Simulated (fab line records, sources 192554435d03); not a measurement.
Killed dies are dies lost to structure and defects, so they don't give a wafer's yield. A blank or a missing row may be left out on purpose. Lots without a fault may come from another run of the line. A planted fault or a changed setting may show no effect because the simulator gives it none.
Which tool did it? | flow n5_finfet | 24 lots, 72 wafers sampled, at 6 steps of a route of 1938

WHAT THE GAUGES READ, wafer by wafer
N5_MOL_CONTACT_COAG_CD_MEAS_40: target cd 25.1 nm. Usual: cd_nm 25.03 nm, standard deviation 0.23.
lot  | measured     | on        | cd_nm (nm)        | flag
L074 | day 5 06:25  | cd_sem-01 | 24.80 24.61 25.30 |
L075 | day 5 08:28  | cd_sem-02 | 24.77 24.98 24.70 |
L076 | day 5 17:46  | cd_sem-03 | 25.10 25.10 24.99 |
L077 | day 5 22:17  | cd_sem-02 | 24.58 25.03 24.84 |
L078 | day 6 03:37  | cd_sem-01 | 24.67 24.58 24.55 |
L079 | day 6 12:28  | cd_sem-03 | 25.22 25.48 25.30 |
L080 | day 6 21:46  | cd_sem-03 | 25.03 24.85 24.90 |
L081 | day 6 23:59  | cd_sem-01 | 24.90 24.79 24.87 |
L082 | day 7 02:00  | cd_sem-03 | 24.74 24.96 24.99 |
L083 | day 7 09:57  | cd_sem-03 | 24.67 25.10 25.47 |
L084 | day 7 16:49  | cd_sem-01 | 25.60 24.96 25.10 |
L085 | day 7 22:03  | cd_sem-01 | 24.90 25.13 24.89 |
L086 | day 8 07:50  | cd_sem-03 | 25.30 25.25 25.19 |
L087 | day 8 09:55  | cd_sem-03 | 24.88 24.97 24.82 |
L088 | day 8 16:22  | cd_sem-02 | 25.18 25.24 25.43 |
L089 | day 9 02:13  | cd_sem-03 | 24.76 24.78 25.09 |
L090 | day 9 05:14  | cd_sem-02 | 25.38 25.23 25.00 |
L091 | day 9 14:05  | cd_sem-01 | 24.94 25.32 24.89 |
L092 | day 9 16:08  | cd_sem-01 | 25.18 25.29 25.16 |
L093 | day 9 22:21  | cd_sem-01 | 25.08 25.08 25.10 |
L094 | day 10 03:28 | cd_sem-02 | 24.90 24.75 24.67 |
L095 | day 10 05:35 | cd_sem-02 | 24.92 25.12 25.21 |
L096 | day 10 19:08 | cd_sem-01 | 25.17 25.56 25.01 |
L097 | day 11 00:19 | cd_sem-02 | 24.84 24.39 24.93 |

N5_BEOL_M0_SAQP_CD_MEAS_14: target cd 42.5 nm. Usual: cd_nm 42.4 nm, standard deviation 0.36.
lot  | measured     | on        | cd_nm (nm)     | flag
L074 | day 5 13:08  | cd_sem-01 | 42.0 42.7 42.5 |
L075 | day 5 17:58  | cd_sem-02 | 42.5 42.6 42.8 |
L076 | day 6 00:05  | cd_sem-01 | 42.9 42.0 42.8 |
L077 | day 6 07:49  | cd_sem-01 | 42.2 42.0 42.4 |
L078 | day 6 11:22  | cd_sem-03 | 41.9 42.6 42.2 |
L079 | day 6 19:20  | cd_sem-02 | 42.1 41.5 42.1 |
L080 | day 7 04:04  | cd_sem-03 | 42.5 42.5 42.5 |
L081 | day 7 08:19  | cd_sem-02 | 42.8 42.8 42.7 |
L082 | day 7 10:28  | cd_sem-02 | 42.0 41.9 41.9 |
L083 | day 7 16:00  | cd_sem-03 | 42.3 42.4 42.5 |
L084 | day 8 01:42  | cd_sem-03 | 42.9 42.7 42.6 |
L085 | day 8 05:03  | cd_sem-03 | 42.5 42.5 43.1 |
L086 | day 8 14:40  | cd_sem-01 | 42.3 42.7 42.3 |
L087 | day 8 18:00  | cd_sem-02 | 42.0 41.7 41.8 |
L088 | day 8 23:09  | cd_sem-03 | 42.0 41.9 42.6 |
L089 | day 9 08:38  | cd_sem-01 | 41.8 42.5 42.1 |
L090 | day 9 11:40  | cd_sem-02 | 42.7 42.6 42.6 |
L091 | day 9 20:50  | cd_sem-01 | 42.1 42.3 42.3 |
L092 | day 10 01:05 | cd_sem-01 | 42.2 42.8 43.2 |
L093 | day 10 05:54 | cd_sem-03 | 43.2 42.2 42.2 |
L094 | day 10 09:49 | cd_sem-02 | 42.4 42.6 42.0 |
L095 | day 10 13:54 | cd_sem-01 | 42.5 42.5 42.4 |
L096 | day 11 01:17 | cd_sem-02 | 42.6 43.2 43.1 |
L097 | day 11 10:30 | cd_sem-01 | 42.8 42.4 41.8 |

N5_BEOL_M0_SAQP_OVL_MEAS_15. Usual: M0_CORE_OVL 0.7 nm, standard deviation 0.81.
lot  | measured     | on         | M0_CORE_OVL (nm) | flag
L074 | day 5 13:10  | overlay-02 | 1.1 2.1 1.7      |
L075 | day 5 17:59  | overlay-01 | 1.4 1.4 1.5      |
L076 | day 6 00:07  | overlay-01 | -0.9 -0.1 0.0    |
L077 | day 6 07:50  | overlay-01 | 1.3 1.4 1.6      |
L078 | day 6 11:23  | overlay-01 | 0.5 0.5 1.2      |
L079 | day 6 19:22  | overlay-01 | 0.0 1.3 0.7      |
L080 | day 7 04:06  | overlay-02 | 0.9 0.0 0.3      |
L081 | day 7 08:20  | overlay-01 | 1.6 0.0 1.2      |
L082 | day 7 10:30  | overlay-01 | 1.4 1.5 0.2      |
L083 | day 7 16:02  | overlay-02 | -1.0 0.1 0.4     |
L084 | day 8 01:44  | overlay-01 | -1.6 1.1 0.3     |
L085 | day 8 05:05  | overlay-01 | 1.0 -1.1 0.9     |
L086 | day 8 14:42  | overlay-01 | 2.0 1.0 1.0      |
L087 | day 8 18:02  | overlay-02 | 1.5 0.2 1.6      |
L088 | day 8 23:11  | overlay-02 | 1.2 1.2 0.5      |
L089 | day 9 08:40  | overlay-02 | 0.3 0.6 1.1      |
L090 | day 9 11:43  | overlay-01 | 1.6 0.9 1.6      |
L091 | day 9 20:52  | overlay-01 | 0.9 1.1 1.8      |
L092 | day 10 01:07 | overlay-02 | 0.9 0.9 0.3      |
L093 | day 10 05:56 | overlay-02 | 2.0 1.3 2.4      |
L094 | day 10 09:51 | overlay-01 | 0.2 0.0 0.4      |
L095 | day 10 13:56 | overlay-01 | -0.4 -0.3 0.3    |
L096 | day 11 01:19 | overlay-02 | 0.7 0.1 1.1      |
L097 | day 11 10:32 | overlay-01 | -0.2 -0.5 -0.1   |

WHICH TOOL RAN EACH LOT (tool, then ch and the chambers of the sampled wafers, then the start)
lot  | N5_MOL_CONTACT_COAG_ETCH_89        | N5_MOL_CONTACT_COAG_STRIP_49         | N5_BEOL_M0_SAQP_ILD_DEP_01
L074 | rie_diel-02 ch 0,3, day 5 05:06    | plasma_asher-01 ch 0,1, day 5 07:13  | pecvd-03 ch 0,1,2, day 5 11:34
L075 | rie_diel-02 ch 0,2,3, day 5 07:16  | plasma_asher-01 ch 0,1, day 5 09:29  | pecvd-01 ch 1,2, day 5 14:34
L076 | rie_diel-05 ch 0,1, day 5 16:30    | plasma_asher-01 ch 0,1, day 5 18:43  | pecvd-01 ch 1,2, day 5 23:01
L077 | rie_diel-01 ch 1,2,3, day 5 21:05  | plasma_asher-01 ch 0,1, day 5 23:45  | pecvd-03 ch 1,2, day 6 04:03
L078 | rie_diel-01 ch 0,2, day 6 02:31    | plasma_asher-02 ch 0,1, day 6 04:25  | pecvd-04 ch 0,1, day 6 08:43
L079 | rie_diel-05 ch 0,1,2, day 6 11:12  | plasma_asher-02 ch 0,1, day 6 13:33  | pecvd-04 ch 0,1, day 6 17:51
L080 | rie_diel-02 ch 0,1,2, day 6 20:38  | plasma_asher-02 ch 0,1, day 6 22:46  | pecvd-01 ch 1,2, day 7 03:04
L081 | rie_diel-02 ch 0,2,3, day 6 22:53  | plasma_asher-01 ch 0,1, day 7 01:19  | pecvd-01 ch 0,1,2, day 7 06:05
L082 | rie_diel-01 ch 0,1, day 7 00:46    | plasma_asher-02 ch 0,1, day 7 03:00  | pecvd-01 ch 1,2, day 7 09:04
L083 | rie_diel-02 ch 0,1,2, day 7 08:52  | plasma_asher-02 ch 0,1, day 7 10:46  | pecvd-01 ch 0,2, day 7 15:04
L084 | rie_diel-02 ch 0,1, day 7 15:43    | plasma_asher-01 ch 0,1, day 7 17:55  | pecvd-04 ch 0,2, day 7 22:13
L085 | rie_diel-02 ch 0,3, day 7 20:50    | plasma_asher-01 ch 0,1, day 7 22:50  | pecvd-03 ch 0,2, day 8 03:09
L086 | rie_diel-05 ch 1,2,3, day 8 06:22  | plasma_asher-01 ch 0,1, day 8 08:58  | pecvd-01 ch 1,2, day 8 13:16
L087 | rie_diel-02 ch 1,2, day 8 08:42    | plasma_asher-01 ch 0,1, day 8 10:53  | pecvd-04 ch 0,2, day 8 16:16
L088 | rie_diel-02 ch 0,3, day 8 15:09    | plasma_asher-01 ch 1, day 8 17:23    | pecvd-04 ch 0,2, day 8 21:44
L089 | rie_diel-05 ch 2,3, day 9 00:59    | plasma_asher-02 ch 0, day 9 03:01    | pecvd-03 ch 0,2, day 9 07:35
L090 | rie_diel-02 ch 0,1,2, day 9 04:08  | plasma_asher-02 ch 1, day 9 06:05    | pecvd-03 ch 0,1, day 9 10:37
L091 | rie_diel-01 ch 1,2, day 9 11:50    | plasma_asher-02 ch 0,1, day 9 15:02  | pecvd-01 ch 0,1,2, day 9 19:20
L092 | rie_diel-05 ch 1,2,3, day 9 15:02  | plasma_asher-02 ch 0,1, day 9 16:57  | pecvd-04 ch 0,1,2, day 9 22:21
L093 | rie_diel-05 ch 2,3, day 9 21:02    | plasma_asher-02 ch 0, day 9 23:50    | pecvd-01 ch 0,1,2, day 10 04:10
L094 | rie_diel-01 ch 1,2,3, day 10 02:22 | plasma_asher-01 ch 0,1, day 10 04:20 | pecvd-01 ch 0,2, day 10 08:39
L095 | rie_diel-01 ch 0,2, day 10 04:29   | plasma_asher-02 ch 1, day 10 06:46   | pecvd-03 ch 0,1, day 10 11:40
L096 | rie_diel-05 ch 0,1, day 10 17:56   | plasma_asher-01 ch 0,1, day 10 19:56 | pecvd-03 ch 0,1, day 11 00:20
L097 | rie_diel-02 ch 0,1, day 10 23:02   | plasma_asher-01 ch 0,1, day 11 02:12 | pecvd-03 ch 0,1,2, day 11 06:30
- N5_MOL_CONTACT_COAG_ETCH_89: etches underlayer in N2/H2, target depth 13 nm, time 10.4 s.
- N5_MOL_CONTACT_COAG_STRIP_49: strips in N2/H2, time 30 s.
- N5_BEOL_M0_SAQP_ILD_DEP_01: deposits SiOC from DEMS/O2, target thk 45.419 nm, time 8.7 s.

WHAT THE TOOLS THEMSELVES READ (means of the sampled wafers that have a number; where no wafer has one, the mark that the record gives instead)
N5_MOL_CONTACT_COAG_ETCH_89. Usual: chamber_pressure_mTorr 30.00 mTorr, standard deviation 0.033; drypump_motor_current_A 6.0 A, standard deviation 0.51; etch_rf_on_time_s 10.34 s, standard deviation 0.25; oes_product_au 0.68 a.u., standard deviation 0.08; rf_vpp_V 525.0 V, standard deviation 2.9; showerhead_plenum_p_Torr 2.59 Torr, standard deviation 0.098; throttle_valve_pct 17.78 %, standard deviation 0.22.
lot  | tool        | chamber_pressure_mTorr (mTorr) | drypump_motor_current_A (A) | etch_rf_on_time_s (s) | oes_product_au (a.u.) | rf_vpp_V (V) | showerhead_plenum_p_Torr (Torr) | throttle_valve_pct (%) | flag
L074 | rie_diel-02 | 29.99                          | 6.2                         | 10.33                 | 0.69                  | 527.2        | 2.65                            | 17.56                  |
L075 | rie_diel-02 | 30.00                          | 6.0                         | 10.28                 | 0.73                  | 525.0        | 2.64                            | 17.72                  |
L076 | rie_diel-05 | 29.97                          | 6.2                         | 10.40                 | 0.61                  | 523.5        | 2.56                            | 17.69                  |
L077 | rie_diel-01 | 29.99                          | 5.4                         | 10.11                 | 0.70                  | 524.2        | 2.54                            | 17.76                  |
L078 | rie_diel-01 | 29.99                          | 6.2                         | 10.59                 | 0.63                  | 522.6        | 2.50                            | 17.82                  |
L079 | rie_diel-05 | 30.00                          | 5.9                         | 10.60                 | 0.61                  | 525.0        | 2.59                            | 17.89                  |
L080 | rie_diel-02 | 30.00                          | 6.2                         | 10.38                 | 0.72                  | 525.9        | 2.64                            | 17.66                  |
L081 | rie_diel-02 | 30.02                          | 6.0                         | 10.20                 | 0.71                  | 526.7        | 2.64                            | 17.74                  |
L082 | rie_diel-01 | 30.03                          | 6.4                         | 10.34                 | 0.68                  | 525.9        | 2.64                            | 17.87                  |
L083 | rie_diel-02 | 29.99                          | 6.1                         | 10.31                 | 0.71                  | 527.2        | 2.64                            | 17.67                  |
L084 | rie_diel-02 | 30.00                          | 6.4                         | 10.50                 | 0.67                  | 526.9        | 2.65                            | 17.52                  |
L085 | rie_diel-02 | 29.99                          | 6.1                         | 10.32                 | 0.67                  | 526.6        | 2.64                            | 17.59                  |
L086 | rie_diel-05 | 30.03                          | 6.1                         | 10.25                 | 0.62                  | 522.6        | 2.52                            | 17.83                  |
L087 | rie_diel-02 | 30.02                          | 5.9                         | 10.29                 | 0.72                  | 526.1        | 2.62                            | 17.84                  |
L088 | rie_diel-02 | 30.02                          | 6.1                         | 10.30                 | 0.72                  | 527.5        | 2.67                            | 17.67                  |
L089 | rie_diel-05 | 29.98                          | 6.0                         | 10.14                 | 0.61                  | 522.1        | 2.48                            | 17.95                  |
L090 | rie_diel-02 | 30.01                          | 6.2                         | 10.38                 | 0.68                  | 526.2        | 2.63                            | 17.71                  |
L091 | rie_diel-01 | 29.97                          | 5.7                         | 10.32                 | 0.66                  | 525.2        | 2.59                            | 17.96                  |
L092 | rie_diel-05 | 29.99                          | 6.1                         | 10.44                 | 0.60                  | 522.5        | 2.52                            | 17.85                  |
L093 | rie_diel-05 | 30.01                          | 5.8                         | 10.43                 | 0.60                  | 524.2        | 2.55                            | 18.05                  |
L094 | rie_diel-01 | 30.02                          | 5.4                         | 10.33                 | 0.67                  | 523.1        | 2.53                            | 17.83                  |
L095 | rie_diel-01 | 29.98                          | 5.5                         | 10.58                 | 0.61                  | 521.4        | 2.45                            | 17.93                  |
L096 | rie_diel-05 | 29.99                          | 5.9                         | 10.29                 | 0.77                  | 524.5        | 2.57                            | 17.67                  |
L097 | rie_diel-02 | 29.99                          | 6.4                         | 10.44                 | 0.70                  | 527.6        | 2.67                            | 17.53                  |

N5_MOL_CONTACT_COAG_STRIP_49. Usual: drypump_motor_current_A 5.7 A, standard deviation 0.55; heater_power_w 314 W, standard deviation 16.
lot  | tool            | drypump_motor_current_A (A) | heater_power_w (W) | flag
L074 | plasma_asher-01 | 6.0                         | 311                |
L075 | plasma_asher-01 | 5.6                         | 327                |
L076 | plasma_asher-01 | 6.0                         | 313                |
L077 | plasma_asher-01 | 6.0                         | 315                |
L078 | plasma_asher-02 | 5.3                         | 305                |
L079 | plasma_asher-02 | 5.3                         | 309                |
L080 | plasma_asher-02 | 5.7                         | 306                |
L081 | plasma_asher-01 | 6.0                         | 313                |
L082 | plasma_asher-02 | 5.7                         | 307                |
L083 | plasma_asher-02 | 5.4                         | 307                |
L084 | plasma_asher-01 | 6.0                         | 314                |
L085 | plasma_asher-01 | 6.0                         | 314                |
L086 | plasma_asher-01 | 5.6                         | 324                |
L087 | plasma_asher-01 | 5.6                         | 319                |
L088 | plasma_asher-01 | 6.3                         | 300                |
L089 | plasma_asher-02 | 6.1                         | 313                |
L090 | plasma_asher-02 | 5.0                         | 306                |
L091 | plasma_asher-02 | 5.4                         | 306                |
L092 | plasma_asher-02 | 5.7                         | 307                |
L093 | plasma_asher-02 | 6.1                         | 310                |
L094 | plasma_asher-01 | 6.0                         | 312                |
L095 | plasma_asher-02 | 4.9                         | 307                |
L096 | plasma_asher-01 | 6.0                         | 313                |
L097 | plasma_asher-01 | 5.6                         | 328                |

N5_BEOL_M0_SAQP_ILD_DEP_01. Usual: heater_power_w 481 W, standard deviation 53; showerhead_plenum_p_Torr 5.704 Torr, standard deviation 0.016; throttle_valve_pct 12.1 %, standard deviation 0.83.
lot  | tool     | heater_power_w (W) | showerhead_plenum_p_Torr (Torr) | throttle_valve_pct (%) | flag
L074 | pecvd-03 | 499                | 5.700                           | 11.4                   |
L075 | pecvd-01 | 480                | 5.711                           | 11.4                   |
L076 | pecvd-01 | 479                | 5.704                           | 11.5                   |
L077 | pecvd-03 | 481                | 5.716                           | 11.7                   |
L078 | pecvd-04 | 433                | 5.693                           | 12.3                   |
L079 | pecvd-04 | 463                | 5.691                           | 12.2                   |
L080 | pecvd-01 | 444                | 5.718                           | 12.3                   |
L081 | pecvd-01 | 470                | 5.720                           | 12.1                   |
L082 | pecvd-01 | 429                | 5.711                           | 12.3                   |
L083 | pecvd-01 | 482                | 5.704                           | 12.5                   |
L084 | pecvd-04 | 509                | 5.702                           | 12.1                   |
L085 | pecvd-03 | 478                | 5.695                           | 11.5                   |
L086 | pecvd-01 | 453                | 5.711                           | 11.5                   |
L087 | pecvd-04 | 540                | 5.692                           | 12.1                   |
L088 | pecvd-04 | 474                | 5.702                           | 12.3                   |
L089 | pecvd-03 | 431                | 5.691                           | 11.5                   |
L090 | pecvd-03 | 539                | 5.699                           | 11.8                   |
L091 | pecvd-01 | 482                | 5.707                           | 12.4                   |
L092 | pecvd-04 | 487                | 5.697                           | 12.1                   |
L093 | pecvd-01 | 471                | 5.711                           | 12.3                   |
L094 | pecvd-01 | 484                | 5.706                           | 12.3                   |
L095 | pecvd-03 | 503                | 5.721                           | 11.7                   |
L096 | pecvd-03 | 511                | 5.701                           | 11.7                   |
L097 | pecvd-03 | 498                | 5.700                           | 11.8                   |

THE ANSWER, worked out from the rows above alone
Rule: a lot is off if the mean of its wafers that have a number lies more than 3 standard deviations from the usual mean. A lot without any number at a reading at which 4 lots or more have one is off too. The other lots that the step has rows for count as sound. The gauges are gone through in route order, then the tools' own readings, and for those a lot's mean is taken as printed above. The first step at which some lot is off is used, and at that step the reading that is off furthest; a lot without a number counts as furthest.
No lot is off at any reading shown: from this, nothing can be told.

WHAT THE SIMULATOR HAD PUT IN
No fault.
